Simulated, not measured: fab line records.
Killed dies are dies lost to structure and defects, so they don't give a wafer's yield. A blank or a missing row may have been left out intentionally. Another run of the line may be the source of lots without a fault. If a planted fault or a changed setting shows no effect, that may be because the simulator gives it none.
Split-lot study	flow n5_finfet	7 lots, 39 wafers read, on a route of 1938 steps

== SPLIT DETAILS ==
At N5_ZERO_LAYER_PECVD_02 (deposits SiO2 from SiH4/N2O, target thk 10 nm, time 6 s), the setting time_s was moved away from the recipe's 6 s on 15 of the 39 wafers read, by -15.6% to +48.8%. For the rest of the wafers, this setting stayed at what the recipe calls for.

The reading comes from the split's own step.

== THE READING ==
SiO2_of_ZERO_LAYER_PECVD_02.thk_nm (the simulator's own value, which no gauge read), in nm, at N5_ZERO_LAYER_PECVD_02 (deposits SiO2 from SiH4/N2O, target thk 10 nm, time 6 s). No usual value for it is given in the file. Average 10.065 nm, standard deviation 0.18 nm, over the 24 wafers here run with the recipe.

wafer	tool, chamber at the split	time_s as run, s	against the recipe	SiO2_of_ZERO_LAYER_PECVD_02.thk_nm, nm	against lot-mates on the recipe
L075.1	pecvd-03, 2	6	recipe	9.965	-
L075.2	pecvd-03, 1	6	recipe	9.922	-
L075.3	pecvd-03, 0	6	recipe	10.24	-
L075.4	pecvd-03, 0	6	recipe	10.36	-
L075.5	pecvd-03, 1	6	recipe	9.97	-
L075.6	pecvd-03, 2	6	recipe	10.34	-
L084.2	pecvd-04, 1	6	recipe	9.606	-
L084.4	pecvd-04, 1	6	recipe	9.914	-
L084.6	pecvd-04, 0	6	recipe	9.894	-
L086.1	pecvd-01, 2	8.505	+41.8%	14.22	+4.053
L086.2	pecvd-01, 0	8.505	+41.8%	14.36	+4.193
L086.3	pecvd-01, 1	6	recipe	10.04	-
L086.4	pecvd-01, 1	6	recipe	10.32	-
L086.5	pecvd-01, 0	8.505	+41.8%	14.37	+4.203
L086.6	pecvd-01, 2	6	recipe	10.14	-
L089.1	pecvd-03, 2,0	8.702	+45.0%	14.62	+4.483
L089.2	pecvd-03, 2,0	8.702	+45.0%	14.62	+4.483
L089.3	pecvd-03, 1	8.702	+45.0%	14.52	+4.383
L089.4	pecvd-03, 2	6	recipe	10.18	-
L089.5	pecvd-03, 0	6	recipe	10.16	-
L089.6	pecvd-03, 1	6	recipe	10.07	-
L090.1	pecvd-01, 2	8.93	+48.8%	14.72	+4.570
L090.2	pecvd-01, 0	8.93	+48.8%	14.8	+4.650
L090.3	pecvd-01, 1	8.93	+48.8%	14.62	+4.470
L090.4	pecvd-01, 2	6	recipe	10.07	-
L090.5	pecvd-01, 1	6	recipe	10.08	-
L090.6	pecvd-01, 0	6	recipe	10.3	-
L092.1	pecvd-03, 1	6	recipe	9.859	-
L092.2	pecvd-03, 0	8.559	+42.6%	14.36	+4.317
L092.3	pecvd-03, 2	6	recipe	10.14	-
L092.4	pecvd-03, 2	8.559	+42.6%	14.45	+4.407
L092.5	pecvd-03, 1	6	recipe	10.13	-
L092.6	pecvd-03, 0	8.559	+42.6%	14.44	+4.397
L094.1	pecvd-04, 0	5.064	-15.6%	8.294	-1.663
L094.2	pecvd-04, 2	5.064	-15.6%	8.219	-1.738
L094.3	pecvd-04, 1	6	recipe	9.84	-
L094.4	pecvd-04, 0	6	recipe	9.93	-
L094.5	pecvd-04, 2	5.064	-15.6%	8.174	-1.783
L094.6	pecvd-04, 1	6	recipe	10.1	-
The file does not say which wafer passed through which chamber wherever a row lists several chambers: such a row stands for several wafers.

THE FIT
A straight line over all 39 wafers: SiO2_of_ZERO_LAYER_PECVD_02.thk_nm changes by +0.101 nm for each +1% of time_s; r = +1.00; the points scatter about the line by 0.18 nm.
The same after taking each lot's own level away (the mean of its wafers on the recipe; 39 wafers): +0.099 nm for each +1%; r = +1.00; scatter 0.15 nm.
The reading moves by 4.8 nm for the largest change in time_s, on that fit.
Measured against the standard deviation above, the lots' own levels, which go from 9.8047 to 10.1667 nm, span 2.0 times it.
Consequently the slope shifts little with the lot-to-lot level, the two slopes agreeing.
Check: for one of the wafers moved furthest among these (+48.8%), held out of the fit, the line's prediction against its lot-mates is +4.84 nm. It came out at +4.57 nm against them.

== THE FILE'S OWN FIT ==
SiO2_of_ZERO_LAYER_PECVD_02.thk_nm changes by +0.0986 nm for each +1% of time_s, r = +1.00.
